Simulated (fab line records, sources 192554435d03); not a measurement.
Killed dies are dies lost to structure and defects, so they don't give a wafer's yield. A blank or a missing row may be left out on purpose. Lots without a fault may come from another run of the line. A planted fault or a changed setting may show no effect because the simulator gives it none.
fab line records | flow n5_finfet | part 1 of 2: steps 1 to 22 of 30
record lots=5 wafers=15 last_day=18
route steps=1938 shown BEOL_M5@1137
lots that met no fault: from a run of the same line without faults
start_h: hours from the record's first day to the start of the lot's first wafer shown | wait_h: hours since the lot's step before | " the same as in the row above | L1.1+2: a row that stands for several wafers | - no value, or no start given | * or withheld: withheld | < > ~ a bound
route shown NAME@n: a module of which the file shows steps, and the number in the route of the first | usual: mean/standard deviation of fault-free wafers | same: alike in all rows | chamber/n: place in a boat | sites: the reading at each site | _std_site: their standard deviation | _edge_site: outer sites' mean less inner sites' | radius_mm: how far each site lies from the wafer's centre | mask NAME#n: copy n | behind: the tool/chamber that last shaped the wafer | hold: why the lot was held/for how many hours/how that ended | device: the transistor (n, p or np) that didn't switch | end of line: the same wafers' tests at the end of the route | a step without rows: its recipe alone | killed: dies lost to structure and defects at the first sort, not the wafer's yield | map: a wafer's dies, x killed, . not, _ none there
set.NAME: the setting as run; set.NAME@STEP: as run at that earlier step | model.NAME: the simulator's own value behind a step, which no gauge read
lots at some steps of the route; a table a step, a row a wafer
services: from which hour (start_h, from the record's first day; less than 0 if before it) a tool's chamber was out of use, for how many hours, and why
## steps
# step N5_BEOL_M5_STRIP_19
# recipe chemistry=O2 power_w=400 temp_c=40 pressure_mtorr=30 rf_frequency_hz=6e+07 bias_power_w=0 overash_fraction=0.2 o2_flow_sccm=225
# usual drypump_motor_current_A=5.8/0.38 oes_product_au=0.78/0.098 rf_vpp_V=3.6/0.47 showerhead_plenum_p_Torr=2.06/0.066 throttle_valve_pct=16.65/0.29
# columns lot.wafer tool chamber start_h wait_h drypump_motor_current_A oes_product_au rf_hours_counter_h rf_vpp_V showerhead_plenum_p_Torr throttle_valve_pct
L079.1 rie_diel-02 0 196.97 0.1 5.7 0.74 152 2.9 2.09 16.87
L079.2 " 1 " " 5.7 0.76 143 4.0 1.93 16.23
L079.5 " 2 " " 5.2 0.96 - 2.9 2.07 16.20
L084.1 rie_diel-03 3 231.27 0.1 6.2 0.78 121 3.4 2.02 16.68
L084.3 " 0 " " 6.1 0.75 193 3.5 2.00 16.89
L084.6 " 1 " " 4.7 0.96 - 3.4 2.14 16.34
L088.2 rie_diel-04 0 263.75 0.2 5.6 0.68 230 4.1 2.07 17.04
L088.3 " 2 " " 5.7 0.91 20 3.4 2.05 16.46
L088.5 " 1 " " 6.1 0.73 - 3.5 2.17 16.63
L096.2 rie_diel-04 0 312.30 0.1 5.6 0.67 249 2.8 2.06 17.07
L096.3 " 1 " " 6.1 0.72 205 4.3 2.17 16.68
L096.6 " 0 " " 5.6 0.67 - 3.6 2.06 17.08
L097.2 rie_diel-04 2 323.44 0.2 5.7 0.87 42 3.3 2.04 16.50
L097.4 " 1 " " 6.1 0.71 - 3.2 2.16 16.68
L097.6 " 3 " " 5.8 1.01 - 3.9 2.06 16.48
# step N5_BEOL_M5_CD_MEAS_18
# recipe pitch_nm=56 target_cd_nm=28
# usual cd_nm=28.0/0.33
# columns lot.wafer tool chamber start_h wait_h cd_nm
L079.1 cd_sem-03 - 197.04 0.0 28.3
L079.2 " - " " 28.0
L079.5 " - " " 27.6
L084.1 cd_sem-02 - 231.34 0.0 29.2
L084.3 " - " " 28.8
L084.6 " - " " 27.8
L088.2 cd_sem-01 - 263.82 0.1 28.1
L088.3 " - " " 28.1
L088.5 " - " " 27.9
L096.2 cd_sem-03 - 312.38 0.1 28.3
L096.3 " - " " 27.4
L096.6 " - " " 27.9
L097.2 cd_sem-01 - 323.51 0.1 28.9
L097.4 " - " " 28.4
L097.6 " - " " 28.4
# step N5_BEOL_M5_COAT_65
# recipe resist=SOC temp_c=250 time_s=60 spin_rpm=1500 resist_thk_nm=60
# columns lot.wafer tool chamber start_h wait_h
L079.1+2+5 litho_track-04 0 197.08 0.0
L084.1+3+6 litho_track-04 0 231.63 0.3
L088.2+3+5 litho_track-03 0 265.15 1.3
L096.2+3+6 litho_track-03 0 313.28 0.9
L097.2+4+6 litho_track-03 0 323.55 0.0
# step N5_BEOL_M5_COAT_66
# recipe resist=SiARC temp_c=220 time_s=60 spin_rpm=1500 resist_thk_nm=12
# columns lot.wafer tool chamber start_h wait_h
L079.1+2+5 litho_track-04 0 - -
L084.1+3+6 litho_track-04 0 - -
L088.2+3+5 litho_track-03 0 - -
L096.2+3+6 litho_track-03 0 - -
L097.2+4+6 litho_track-03 0 - -
# step N5_BEOL_M5_COAT_74
# recipe resist=underlayer temp_c=205 time_s=60 spin_rpm=1500 resist_thk_nm=5
# columns lot.wafer tool chamber start_h wait_h
L079.1+2+5 litho_track-04 0 - -
L084.1+3+6 litho_track-04 0 - -
L088.2+3+5 litho_track-03 0 - -
L096.2+3+6 litho_track-03 0 - -
L097.2+4+6 litho_track-03 0 - -
# step N5_BEOL_M5_COAT_22
# recipe resist=CAR-EUV spin_rpm=1500 resist_thk_nm=30
# columns lot.wafer tool chamber start_h wait_h
L079.1+2+5 litho_track-04 0 - -
L084.1+3+6 litho_track-04 0 - -
L088.2+3+5 litho_track-03 0 - -
L096.2+3+6 litho_track-03 0 - -
L097.2+4+6 litho_track-03 0 - -
# step N5_BEOL_M5_EBR_24
# recipe solvent=PGMEA ebr_width_mm=1.5
# columns lot.wafer tool chamber start_h wait_h
L079.1+2+5 litho_track-04 0 - -
L084.1+3+6 litho_track-04 0 - -
L088.2+3+5 litho_track-03 0 - -
L096.2+3+6 litho_track-03 0 - -
L097.2+4+6 litho_track-03 0 - -
# step N5_BEOL_M5_SOFTBAKE_23
# recipe temp_c=110 time_s=60 resist=CAR-EUV
# columns lot.wafer tool chamber start_h wait_h
L079.1+2+5 litho_track-04 0 - -
L084.1+3+6 litho_track-04 0 - -
L088.2+3+5 litho_track-03 0 - -
L096.2+3+6 litho_track-03 0 - -
L097.2+4+6 litho_track-03 0 - -
# step N5_BEOL_M5_EXPOSE_25
# recipe mask_id=V4 na=0.33 source_shape=quasar sigma_inner=0.2 sigma_outer=0.6 polarization=unpolarized defocus_nm=10 dose_mj=52.75
# columns lot.wafer tool chamber start_h wait_h mask
L079.1+2+5 euv_scanner-01 0 197.21 - V4#0
L084.1+3+6 euv_scanner-01 0 231.81 - V4#0
L088.2+3+5 euv_scanner-01 0 265.42 - V4#0
L096.2+3+6 euv_scanner-02 0 313.55 - V4#0
L097.2+4+6 euv_scanner-01 0 323.83 - V4#0
# step N5_BEOL_M5_PEB_26
# recipe peb_temp_c=100 peb_time_s=60 resist=CAR-EUV
# columns lot.wafer tool chamber start_h wait_h
L079.1+2+5 litho_track-04 0 197.28 0.1
L084.1+3+6 litho_track-04 0 231.88 0.1
L088.2+3+5 litho_track-04 0 265.49 0.1
L096.2+3+6 litho_track-02 0 313.62 0.1
L097.2+4+6 litho_track-03 0 323.89 0.1
# step N5_BEOL_M5_DEVELOP_27
# recipe develop_time_s=30 developer=TMAH resist=CAR-EUV rinse_liquid=surfactant_rinse dry=air_spin dev_temp_c=23
# columns lot.wafer tool chamber start_h wait_h
L079.1+2+5 litho_track-04 0 - -
L084.1+3+6 litho_track-04 0 - -
L088.2+3+5 litho_track-04 0 - -
L096.2+3+6 litho_track-02 0 - -
L097.2+4+6 litho_track-03 0 - -
# step N5_BEOL_M5_CD_MEAS_28
# recipe target_cd_nm=30.6 landing_energy_ev=500 detector=se_inlens target_cd_y_nm=20 polarity=opening
# usual cd_nm=30.57/0.22
# columns lot.wafer tool chamber start_h wait_h cd_nm
L079.1 cd_sem-03 0 197.35 - 30.32
L079.2 " 0 " " 30.28
L079.5 " 0 " " 30.32
L084.1 cd_sem-03 0 231.95 - 30.44
L084.3 " 0 " " 30.66
L084.6 " 0 " " 30.83
L088.2 cd_sem-03 0 265.55 - 30.85
L088.3 " 0 " " 30.34
L088.5 " 0 " " 30.10
L096.2 cd_sem-01 0 313.68 - 30.62
L096.3 " 0 " " 30.59
L096.6 " 0 " " 30.37
L097.2 cd_sem-03 0 323.96 - 30.46
L097.4 " 0 " " 30.56
L097.6 " 0 " " 30.49
# step N5_BEOL_M5_OVL_MEAS_29
# recipe points_per_wafer=522
# usual V4_OVL=-0.2/0.72
# same points_per_wafer=522
# columns lot.wafer tool chamber start_h wait_h V4_OVL[nm]
L079.1 overlay-01 0 197.38 0.0 -0.1
L079.2 " 0 " " 0.0
L079.5 " 0 " " 0.0
L084.1 overlay-01 0 231.98 0.0 1.4
L084.3 " 0 " " 1.2
L084.6 " 0 " " 0.4
L088.2 overlay-02 0 265.59 0.0 -1.2
L088.3 " 0 " " -1.1
L088.5 " 0 " " -0.6
L096.2 overlay-01 0 313.72 0.0 -1.2
L096.3 " 0 " " -0.2
L096.6 " 0 " " -0.7
L097.2 overlay-01 0 324.00 0.0 -1.6
L097.4 " 0 " " -0.8
L097.6 " 0 " " -1.5
# step N5_BEOL_M5_INSPECT_30
# recipe mode=adi inspect_instrument=brightfield
# usual raw_defect_count=375/81
# columns lot.wafer tool chamber start_h wait_h raw_defect_count
L079.1 defect_inspect-01 - 197.44 0.1 361
L079.2 " - " " 246
L079.5 " - " " 300
L084.1 defect_inspect-01 - 232.03 0.1 347
L084.3 " - " " 385
L084.6 " - " " 268
L088.2 defect_inspect-02 - 265.64 0.0 470
L088.3 " - " " 368
L088.5 " - " " 429
L096.2 defect_inspect-02 - 313.77 0.0 311
L096.3 " - " " 347
L096.6 " - " " 455
L097.2 defect_inspect-02 - 324.05 0.0 258
L097.4 " - " " 300
L097.6 " - " " 215
# step N5_BEOL_M5_DESCUM_33
# recipe chemistry=O2 time_s=7 source_power_w=50 bias_power_w=20 pressure_mtorr=20 rf_frequency_hz=2.712e+07 temp_c=40 resist=CAR-EUV o2_flow_sccm=225
# usual drypump_motor_current_A=5.8/0.43 oes_product_au=0.79/0.095 rf_fwd_power_W=49.46/0.24 rf_vpp_V=242.6/1.3 showerhead_plenum_p_Torr=2.06/0.068 throttle_valve_pct=20.3/0.3
# columns lot.wafer tool chamber start_h wait_h drypump_motor_current_A oes_product_au rf_fwd_power_W rf_hours_counter_h rf_vpp_V showerhead_plenum_p_Torr throttle_valve_pct
L079.1 rie_diel-02 0 197.48 0.0 5.7 0.74 49.22 152 243.8 2.09 20.6
L079.2 " 3 " " 6.3 0.97 49.29 2 243.1 2.13 19.8
L079.5 " 0 " " 5.7 0.75 49.36 - 242.8 2.09 20.6
L084.1 rie_diel-03 3 232.07 0.0 6.2 0.78 49.68 121 241.9 2.02 20.5
L084.3 " 2 " " 6.2 0.73 49.38 181 241.6 1.99 20.4
L084.6 " 3 " " 6.2 0.78 49.78 - 242.5 2.02 20.5
L088.2 rie_diel-04 3 265.89 0.2 5.8 0.72 49.38 238 241.8 2.06 20.7
L088.3 " 2 " " 5.7 0.92 49.74 20 241.8 2.04 20.2
L088.5 " 2 " " 5.7 0.91 49.72 - 241.7 2.04 20.2
L096.2 rie_diel-02 2 314.26 0.5 5.1 0.88 49.49 38 241.5 2.05 20.0
L096.3 " 3 " " 6.3 0.89 49.32 34 244.7 2.12 19.9
L096.6 " 0 " " 5.7 0.71 49.17 - 242.3 2.08 20.7
L097.2 rie_diel-03 3 324.08 0.0 6.2 0.75 49.62 150 241.7 2.01 20.5
L097.4 " 1 " " 4.7 0.88 49.61 43 241.3 2.13 20.2
L097.6 " 2 " " 6.2 0.70 49.80 - 241.4 1.98 20.4
# step N5_BEOL_M5_ETCH_75
# recipe chemistry=N2/H2 target=underlayer target_depth_a=65 mask_material=CAR-EUV time_s=5.2 ion_energy_ev=200 pressure_mtorr=30 source_w=840 bias_w=150 n2_flow_sccm=200 h2_flow_sccm=200 ends=cleared
# usual drypump_motor_current_A=5.8/0.43 etch_rf_on_time_s=5.18/0.1 oes_product_au=0.67/0.082 rf_fwd_power_W=819.8/2.8 rf_vpp_V=522.6/2.9 showerhead_plenum_p_Torr=2.50/0.084 throttle_valve_pct=17.8/0.3
# columns lot.wafer tool chamber start_h wait_h drypump_motor_current_A etch_rf_on_time_s oes_product_au rf_fwd_power_W rf_hours_counter_h rf_vpp_V showerhead_plenum_p_Torr throttle_valve_pct
L079.1 rie_diel-02 0 197.51 0.0 5.7 5.31 0.62 817.8 152 522.0 2.54 18.1
L079.2 " 3 " " 6.3 5.21 0.79 818.1 2 527.1 2.61 17.4
L079.5 " 0 " " 5.7 5.38 0.62 820.6 - 523.0 2.54 18.1
L084.1 rie_diel-03 3 232.10 0.0 6.2 5.16 0.67 817.0 121 519.2 2.45 17.9
L084.3 " 2 " " 6.2 5.23 0.62 825.4 181 520.9 2.43 18.0
L084.6 " 3 " " 6.2 5.16 0.66 819.9 - 523.0 2.45 17.8
L088.2 rie_diel-04 3 265.92 0.0 5.8 5.15 0.60 817.4 238 522.6 2.50 18.1
L088.3 " 2 " " 5.7 5.06 0.79 820.0 20 522.4 2.49 17.7
L088.5 " 2 " " 5.7 5.08 0.79 820.5 - 524.0 2.49 17.7
L096.2 rie_diel-02 2 314.30 0.0 5.1 5.11 0.74 821.9 38 522.6 2.47 17.3
L096.3 " 3 " " 6.2 5.18 0.75 818.8 34 525.5 2.59 17.4
L096.6 " 0 " " 5.7 5.31 0.60 819.0 - 524.0 2.53 18.2
L097.2 rie_diel-03 3 324.12 0.0 6.2 5.17 0.65 820.7 150 520.4 2.44 17.9
L097.4 " 1 " " 4.7 4.94 0.77 818.5 43 525.0 2.58 17.6
L097.6 " 2 " " 6.2 5.11 0.60 817.9 - 516.8 2.42 18.0
# step N5_BEOL_M5_ETCH_67
# recipe chemistry=CF4 target=SiARC target_depth_a=156 mask_material=CAR-EUV time_s=26 ion_energy_ev=80 pressure_mtorr=40 source_w=545 bias_w=36 Ar_flow_sccm=100 cf4_flow_sccm=100 ends=cleared
# usual cf4_flow_sccm=100.00/0.27 drypump_motor_current_A=5.8/0.43 etch_rf_on_time_s=25.9/0.47 oes_product_au=0.68/0.082 rf_fwd_power_W=532.6/2.2 rf_vpp_V=183.5/1.2 showerhead_plenum_p_Torr=2.11/0.067 throttle_valve_pct=15.5/0.3
# columns lot.wafer tool chamber start_h wait_h cf4_flow_sccm drypump_motor_current_A etch_rf_on_time_s oes_product_au rf_fwd_power_W rf_hours_counter_h rf_vpp_V showerhead_plenum_p_Torr throttle_valve_pct
L079.1 rie_diel-02 0 197.53 0.0 99.82 5.7 26.5 0.62 533.5 152 183.5 2.15 15.8
L079.2 " 3 " " 99.78 6.3 25.9 0.82 530.5 2 184.9 2.19 15.1
L079.5 " 0 " " 99.76 5.7 26.5 0.63 530.4 - 185.4 2.15 15.8
L084.1 rie_diel-03 3 232.12 0.0 99.93 6.2 26.1 0.67 536.9 121 182.1 2.07 15.6
L084.3 " 2 " " 99.74 6.2 26.2 0.61 530.3 181 182.8 2.05 15.7
L084.6 " 3 " " 99.74 6.2 26.2 0.66 535.6 - 182.0 2.07 15.6
L088.2 rie_diel-04 3 265.94 0.0 99.72 5.8 26.2 0.60 529.9 238 183.2 2.11 15.9
L088.3 " 2 " " 99.73 5.7 26.0 0.78 532.9 20 183.1 2.11 15.5
L088.5 " 2 " " 100.55 5.7 25.9 0.78 535.2 - 181.3 2.11 15.5
L096.2 rie_diel-02 2 314.32 0.0 99.98 5.1 25.0 0.76 535.4 38 181.4 2.09 15.1
L096.3 " 3 " " 100.24 6.2 25.7 0.75 532.0 34 183.9 2.18 15.1
L096.6 " 0 " " 100.11 5.7 26.4 0.61 532.6 - 183.8 2.14 15.9
L097.2 rie_diel-03 3 324.14 0.0 99.33 6.2 26.0 0.65 537.7 150 182.1 2.06 15.7
L097.4 " 1 " " 100.23 4.7 25.1 0.77 530.5 43 185.3 2.18 15.4
L097.6 " 2 " " 99.87 6.2 26.2 0.59 534.3 - 182.5 2.04 15.7
# step N5_BEOL_M5_ETCH_68
# recipe chemistry=N2/H2 target=SOC target_depth_a=800 overetch_a=160 mask_material=SiARC temp_c=40 time_s=120 ion_energy_ev=200 pressure_mtorr=30 source_w=840 bias_w=150 n2_flow_sccm=200 h2_flow_sccm=200
# usual drypump_motor_current_A=5.8/0.43 oes_product_au=0.60/0.069 rf_fwd_power_W=835.9/2.7 rf_vpp_V=522.7/2.5 showerhead_plenum_p_Torr=2.50/0.084 throttle_valve_pct=17.7/0.31
# columns lot.wafer tool chamber start_h wait_h drypump_motor_current_A oes_product_au rf_fwd_power_W rf_hours_counter_h rf_vpp_V showerhead_plenum_p_Torr throttle_valve_pct
L079.1 rie_diel-02 0 197.55 0.0 5.7 0.57 833.7 152 525.0 2.54 18.1
L079.2 " 3 " " 6.3 0.74 830.8 2 524.9 2.61 17.4
L079.5 " 0 " " 5.7 0.57 837.7 - 523.9 2.54 18.1
L084.1 rie_diel-03 3 232.15 0.0 6.2 0.60 836.7 121 520.7 2.45 17.8
L084.3 " 2 " " 6.2 0.55 836.4 181 520.5 2.43 17.9
L084.6 " 3 " " 6.2 0.60 836.6 - 521.6 2.45 17.8
L088.2 rie_diel-04 3 265.97 0.0 5.8 0.54 832.0 238 522.7 2.50 18.1
L088.3 " 2 " " 5.7 0.71 832.9 20 522.2 2.49 17.6
L088.5 " 2 " " 5.7 0.70 833.2 - 522.6 2.49 17.7
L096.2 rie_diel-02 2 314.34 0.0 5.2 0.67 842.4 39 522.4 2.47 17.3
L096.3 " 3 " " 6.3 0.66 834.7 34 523.8 2.59 17.4
L096.6 " 0 " " 5.7 0.55 838.7 - 524.2 2.53 18.1
L097.2 rie_diel-03 3 324.16 0.0 6.2 0.58 838.9 150 521.0 2.44 17.9
L097.4 " 1 " " 4.7 0.68 840.2 43 524.7 2.58 17.5
L097.6 " 2 " " 6.2 0.54 838.6 - 520.6 2.42 18.0
# step N5_BEOL_M5_STRIP_69
# recipe chemistry=N2/H2 temp_c=40 n2_flow_sccm=200 h2_flow_sccm=200 rf_frequency_hz=6e+07
# columns lot.wafer tool chamber start_h wait_h
L079.1+2+5 rie_diel-02 0,3,0 197.64 0.0
L084.1+3+6 rie_diel-03 3,2,3 232.23 0.0
L088.2+3+5 rie_diel-04 3,2,2 266.05 0.0
L096.2+3+6 rie_diel-02 2,3,0 314.42 0.0
L097.2+4+6 rie_diel-03 3,1,2 324.24 0.0
# step N5_BEOL_M5_STRIP_76
# recipe chemistry=N2/H2 temp_c=40 n2_flow_sccm=200 h2_flow_sccm=200 rf_frequency_hz=6e+07
# columns lot.wafer tool chamber start_h wait_h
L079.1+2+5 rie_diel-02 0,3,0 197.65 0.0
L084.1+3+6 rie_diel-03 3,2,3 232.24 0.0
L088.2+3+5 rie_diel-04 3,2,2 266.06 0.0
L096.2+3+6 rie_diel-02 2,3,0 314.43 0.0
L097.2+4+6 rie_diel-03 3,1,2 324.25 0.0
# step N5_BEOL_M5_VIA_ETCH_34
# recipe chemistry=C4F6/O2 target=SiCOH_lowk target_depth_a=883 mask_material=SOC taper_deg=4 time_s=39.2 ion_energy_ev=250 pressure_mtorr=30 source_w=345 bias_w=185 Ar_flow_sccm=300 C4F6_flow_sccm=10 O2_flow_sccm=10
# usual O2_flow_sccm=10.000/0.029 drypump_motor_current_A=5.8/0.43 oes_product_au=0.79/0.096 rf_fwd_power_W=341.5/1.5 rf_vpp_V=663/6.5 showerhead_plenum_p_Torr=2.80/0.089 throttle_valve_pct=20.8/0.31
# columns lot.wafer tool chamber start_h wait_h O2_flow_sccm drypump_motor_current_A oes_product_au rf_fwd_power_W rf_hours_counter_h rf_vpp_V showerhead_plenum_p_Torr throttle_valve_pct
L079.1 rie_diel-02 0 197.66 0.0 10.004 5.7 0.73 338.0 152 662 2.86 21.2
L079.2 " 3 " " 10.039 6.3 0.97 338.7 3 670 2.91 20.3
L079.5 " 0 " " 9.956 5.7 0.74 340.3 - 662 2.86 21.2
L084.1 rie_diel-03 3 232.25 0.0 9.990 6.2 0.77 342.9 121 651 2.75 20.9
L084.3 " 2 " " 10.024 6.2 0.71 342.5 181 662 2.73 20.9
L084.6 " 3 " " 10.031 6.2 0.77 341.9 - 651 2.75 20.9
L088.2 rie_diel-04 3 266.07 0.0 10.002 5.8 0.70 339.5 238 661 2.80 21.1
L088.3 " 2 " " 10.011 5.7 0.91 340.7 20 660 2.80 20.8
L088.5 " 2 " " 10.054 5.7 0.92 342.4 - 660 2.80 20.8
L096.2 rie_diel-02 2 314.44 0.0 9.990 5.1 0.88 344.4 39 659 2.78 20.4
L096.3 " 3 " " 10.034 6.3 0.88 339.7 34 671 2.89 20.4
L096.6 " 0 " " 9.966 5.7 0.72 342.1 - 660 2.85 21.2
L097.2 rie_diel-03 3 324.26 0.0 10.017 6.2 0.75 342.2 150 650 2.74 20.9
L097.4 " 1 " " 9.907 4.7 0.89 340.7 43 667 2.90 20.7
L097.6 " 2 " " 10.038 6.2 0.70 341.8 - 660 2.72 20.9
# step N5_BEOL_M5_STRIP_85
# recipe chemistry=C4F6/O2 resist=SiARC rf_frequency_hz=6e+07
# columns lot.wafer tool chamber start_h wait_h
L079.1+2+5 rie_diel-02 0,3,0 197.69 0.0
L084.1+3+6 rie_diel-03 3,2,3 232.28 0.0
L088.2+3+5 rie_diel-04 3,2,2 266.10 0.0
L096.2+3+6 rie_diel-02 2,3,0 314.48 0.0
L097.2+4+6 rie_diel-03 3,1,2 324.30 0.0
